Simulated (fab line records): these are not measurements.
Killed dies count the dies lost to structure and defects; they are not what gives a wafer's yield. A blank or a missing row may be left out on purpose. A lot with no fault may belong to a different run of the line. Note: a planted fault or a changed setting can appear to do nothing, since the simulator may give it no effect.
One fault through the eyes of 2 desks + flow n5 finfet + every desk sees just its own numbers, and what lay behind them comes last

## AT THE METROLOGY DESK
Lot by lot, what the gauges showed, no matter which tool ran the lot: averages of those sampled wafers that carry a number. Any lot whose mean is over 4 standard deviations away from the usual mean is out of limits and marked OUT; that distance is given in the brackets. Shown are 7 of the 11 readings it has, namely the first that went out of limits plus those furthest out on some lot.
Columns: A = DIBL_N at N5_BEOL_M4_RC_MEAS_101, usual 36.3 mV/V; B = IOFF_N at N5_BEOL_M4_RC_MEAS_101, usual 0.16 nA/um; C = ION_N at N5_BEOL_M4_RC_MEAS_101, usual 677 uA/um; D = REXT_N at N5_BEOL_M4_RC_MEAS_101, usual 75.5 ohm.um; E = SS_N at N5_BEOL_M4_RC_MEAS_101, usual 71.5 mV/dec; F = VT_N at N5_BEOL_M4_RC_MEAS_101, usual 249 mV; G = VT_P at N5_BEOL_M4_RC_MEAS_101, usual -248.9 mV
| lot  | first seen here | A    | B    | C   | D               | E    | F   | G      |
|------|-----------------|------|------|-----|-----------------|------|-----|--------|
| L900 | day 8 17:48     | 36.2 | 0.15 | 672 | 74.4            | 71.5 | 251 | -250.5 |
| L899 | day 8 19:02     | 35.3 | 0.15 | 673 | 76.4            | 71.0 | 250 | -247.1 |
| L901 | day 9 08:14     | 37.9 | 0.20 | 691 | 74.6            | 71.9 | 247 | -247.8 |
| L903 | day 9 15:04     | 37.2 | 0.17 | 689 | 76.8            | 71.2 | 248 | -248.3 |
| L907 | day 10 10:07    | 36.4 | 0.15 | 674 | 74.6            | 71.1 | 252 | -255.3 |
| L904 | day 10 15:43    | 38.2 | 0.19 | 694 | 74.9            | 71.7 | 247 | -250.6 |
| L908 | day 10 18:19    | 34.4 | 0.14 | 667 | 77.7            | 71.6 | 251 | -247.1 |
| L909 | day 10 20:47    | 39.1 | 0.17 | 677 | 74.6            | 72.4 | 250 | -249.3 |
| L910 | day 11 08:43    | 35.9 | 0.16 | 671 | 73.5            | 71.0 | 250 | -247.0 |
| L911 | day 11 09:18    | 34.4 | 0.11 | 655 | 83.5 (+5.4) OUT | 70.6 | 255 | -249.6 |
| L915 | day 12 03:38    | 34.5 | 0.12 | 654 | 82.4 (+4.6) OUT | 70.6 | 254 | -249.8 |
Finding of this desk: L911, L915 out of limits, first seen on L911 at day 11 09:18 (REXT_N at N5_BEOL_M4_RC_MEAS_101). Within limits: L900, L899, L901, L903, L907, L904, L908, L909, L910.

## TOOL OWNER'S DESK, epi rpcvd-01
The tool's own readings at N5_SD_EPI_N_VAPOR_ETCH_50 (etches Si in HCl, time 54 s): means of the sampled wafers that have a number, for each lot that ran on this tool. Any lot whose mean is over 4 standard deviations away from the usual mean is out of limits and marked OUT; that distance is given in the brackets.
Columns: A = throttle valve pct at N5_SD_EPI_N_VAPOR_ETCH_50, usual 12.0 %
| lot  | first seen here | A    |
|------|-----------------|------|
| L904 | day 4 10:30     | 11.4 |
| L909 | day 5 16:28     | 11.2 |
| L910 | day 5 23:11     | 11.4 |
| L911 | day 6 05:49     | 11.4 |
| L915 | day 7 03:30     | 11.2 |
This desk's finding: nothing out of limits on any of the 5 lots.

## ALL TOGETHER
The metrology desk could have raised an alarm at day 11 09:18, on L911, L915.
The tool owner's desk saw nothing out of limits.
On record at the tool owner's desk: L911, L915, within its limits.
All the named lots went through N5_SD_EPI_N_VAPOR_ETCH_50 on epi rpcvd-01.

## WHAT THE SIMULATOR PUT IN
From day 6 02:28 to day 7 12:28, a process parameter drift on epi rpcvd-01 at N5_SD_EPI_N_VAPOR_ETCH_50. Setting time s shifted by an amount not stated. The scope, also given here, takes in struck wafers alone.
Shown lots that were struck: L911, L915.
Delay in hours, fault start to first out-of-limits reading, per desk: metrology desk 127.
